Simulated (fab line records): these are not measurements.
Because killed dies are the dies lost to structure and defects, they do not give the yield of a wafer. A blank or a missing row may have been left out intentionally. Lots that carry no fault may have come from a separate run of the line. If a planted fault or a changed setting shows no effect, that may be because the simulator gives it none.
8D (eight disciplines) problem report, filled in by code	flow n5_finfet	the parts of the form that need people (team, actions taken, sign-off) are left out

== 1. PROBLEM STATEMENT ==
At N5_BEOL_M11_CVD_75, run_length_s averages 203.4 s over 2 wafers from 2 lots, while fault-free wafers read 161.6 s, standard deviation 0.75. That is +56 standard deviations from the usual mean.
The step: deposits Co from CCTBA/H2, target thk 2 nm, time 138.9 s.
Earliest sighting: wafer L989.2 on cvd_co-01 at day 14 01:28. The record has a number at this step for 32 wafers belonging to 11 lots. Rule for "out", or "out of limits": more than 4 standard deviations from the usual mean. Any other wafer with a number is counted as sound.

== 2. WHAT IT IS; WHAT IT IS NOT ==
question	is	is not
which readings at this step	run_length_s	chamber_pressure_Torr
which lots	L989, L994	L977, L978, L979, L980, L981, L986, L988, L992, L999
which wafers of those lots	L989.2, L994.5	L989.1, L989.6, L994.6
read on which tools	cvd_co-01	cvd_co-02
when	from day 14 01:28	up to then (17 sound wafers); but 13 sound wafers of L986, L988, L992, L994, L999 came after

== 3. WHAT RULES OUT EACH SUSPECT ==
Counting: if a tool at a process step up to the reading ran every lot that is out, it stays a suspect. Sound lots after the first of them don't rule it out here, since some wafers of a struck lot are sound.
- pvd_sputter-01 at N5_BEOL_M11_HM_DEP_02 (deposits TiN, target thk 20 nm): kept. Every lot that is out went through it, the first being L989 (day 13 20:02); the last sound lot it ran before that was L986 (day 13 19:50).
- cvd_co-01 at N5_BEOL_M11_CVD_75 (deposits Co from CCTBA/H2, target thk 2 nm, time 138.9 s): kept. Every lot that is out went through it, the first being L989 (day 14 01:28); the last sound lot it ran before that was L981 (day 11 16:17). On those wafers its own readings are out: run_length_s.
- In cvd_co-01 at N5_BEOL_M11_CVD_75, the wafers that are out were processed in chamber 2 and their sound lot-mates in chambers 0, 1.
Remaining after the count are pvd_sputter-01 at N5_BEOL_M11_HM_DEP_02 and cvd_co-01 at N5_BEOL_M11_CVD_75.

== 4. THE CAUSE (what the simulator had put in) ==
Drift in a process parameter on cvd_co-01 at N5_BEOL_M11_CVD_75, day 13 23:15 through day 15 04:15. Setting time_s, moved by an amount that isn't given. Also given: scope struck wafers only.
After counting, 2 suspects remain, this tool included.

== 5. THE EFFECT CHAIN, in route order ==
Rows list readings where the struck wafers' mean (over those with a number) sits beyond 3 standard deviations from the usual. Only readings whose record carries a usual standard deviation are examined. hours: median over the lots of the time between each lot's start at the first step of this table that gives one and its start at this step. sigmas: the change, counted in usual standard deviations.
hours	step	reading	usual	on struck wafers	change	sigmas
0	N5_BEOL_M11_CVD_75	run_length_s	161.6 s	203.4	+41.8	+56
Process steps it contains:
- N5_BEOL_M11_CVD_75: deposits Co from CCTBA/H2, target thk 2 nm, time 138.9 s.

== 6. HOW IT WOULD HAVE BEEN CAUGHT EARLIER ==
2 hours passed between the start of the fault at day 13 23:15 and the first reading out of limits in this record, taken at day 14 01:28.
